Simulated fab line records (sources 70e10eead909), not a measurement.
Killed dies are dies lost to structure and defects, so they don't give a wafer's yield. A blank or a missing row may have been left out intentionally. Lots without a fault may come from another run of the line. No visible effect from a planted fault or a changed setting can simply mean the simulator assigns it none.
A single fault, viewed from 2 desks :: flow nand-harc :: each desk holds nothing but its own numbers, with what lay behind them at the end

== AT THE TOOL OWNER'S DESK: pecvd-04 ==
The tool's own readings at NHARC_A_BONDPAD_DEP_00 (deposits SiCN, target thk 250 nm): means of the sampled wafers that have a number, for each lot that ran on this tool. The brackets show how far a lot's mean lies from the usual mean; more than 4 standard deviations puts the lot out of limits, marked OUT.
Columns: A = heater-power-w at NHARC_A_BONDPAD_DEP_00, usual 608 W; B = rf-fwd-power-W at NHARC_A_BONDPAD_DEP_00, usual 449.0 W; C = showerhead-vpp-V at NHARC_A_BONDPAD_DEP_00, usual 1313 V; D = susceptor-temp-C at NHARC_A_BONDPAD_DEP_00, usual 369.97 C
lot: L749
first seen here: day 23 14:11
A: 592
B: 449.5
C: 1321
D: 370.26

lot: L755
first seen here: day 25 22:29
A: 723
B: 267.9 (-99 or more) OUT
C: 1035 (-8.2) OUT
D: 370.23

lot: L756
first seen here: day 26 06:15
A: 738
B: 268.3 (-99 or more) OUT
C: 1033 (-8.2) OUT
D: 370.04

lot: L764
first seen here: day 30 05:26
A: 619
B: 450.2
C: 1329
D: 370.11

lot: L765
first seen here: day 30 06:26
A: 592
B: 448.7
C: 1322
D: 370.16

lot: L767
first seen here: day 30 14:32
A: 595
B: 449.4
C: 1340
D: 369.94

lot: L770
first seen here: day 31 20:58
A: 651
B: 448.9
C: 1334
D: 369.94
This desk's finding: out of limits on L755, L756; first on L755, day 25 22:29 (rf-fwd-power-W at NHARC_A_BONDPAD_DEP_00). L749, L764, L765, L767, L770 stayed within limits.

== THE DEFECT DESK ==
Lot by lot, what the route's inspections counted, given as the mean of those sampled wafers with a number. The brackets show how far a lot's mean lies from the usual mean; more than 4 standard deviations puts the lot out of limits, marked OUT.
Columns: A = raw-defect-count at NHARC_A_M0_INSPECT_27, usual 534
lot: L749
first seen here: day 23 09:26
A: 486

lot: L755
first seen here: day 25 17:35
A: 518

lot: L756
first seen here: day 26 01:13
A: 764

lot: L759
first seen here: day 27 11:53
A: 535

lot: L760
first seen here: day 27 19:16
A: 669

lot: L762
first seen here: day 28 19:28
A: 497

lot: L764
first seen here: day 30 00:33
A: 530

lot: L765
first seen here: day 30 01:25
A: 415

lot: L766
first seen here: day 30 07:37
A: 353

lot: L767
first seen here: day 30 09:34
A: 657

lot: L768
first seen here: day 30 16:01
A: 436

lot: L770
first seen here: day 31 14:59
A: 553
This desk found nothing out of limits on any of the 12 lots.

== BROUGHT TOGETHER ==
At day 25 22:29, on L755, L756, the tool owner's desk was in a position to raise an alarm.
No out-of-limits result turned up at the defect desk.
The defect desk has L755, L756 on record, within its limits.
Every lot named ran NHARC_A_BONDPAD_DEP_00 on pecvd-04.

== WHAT THE SIMULATOR HAD PUT IN ==
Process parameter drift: pecvd-04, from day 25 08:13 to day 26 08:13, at NHARC_A_BONDPAD_DEP_00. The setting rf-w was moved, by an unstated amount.
Lots struck among those shown: L755, L756.
Hours from the fault's start to each desk's first reading out of limits: the tool owner's desk, 14.
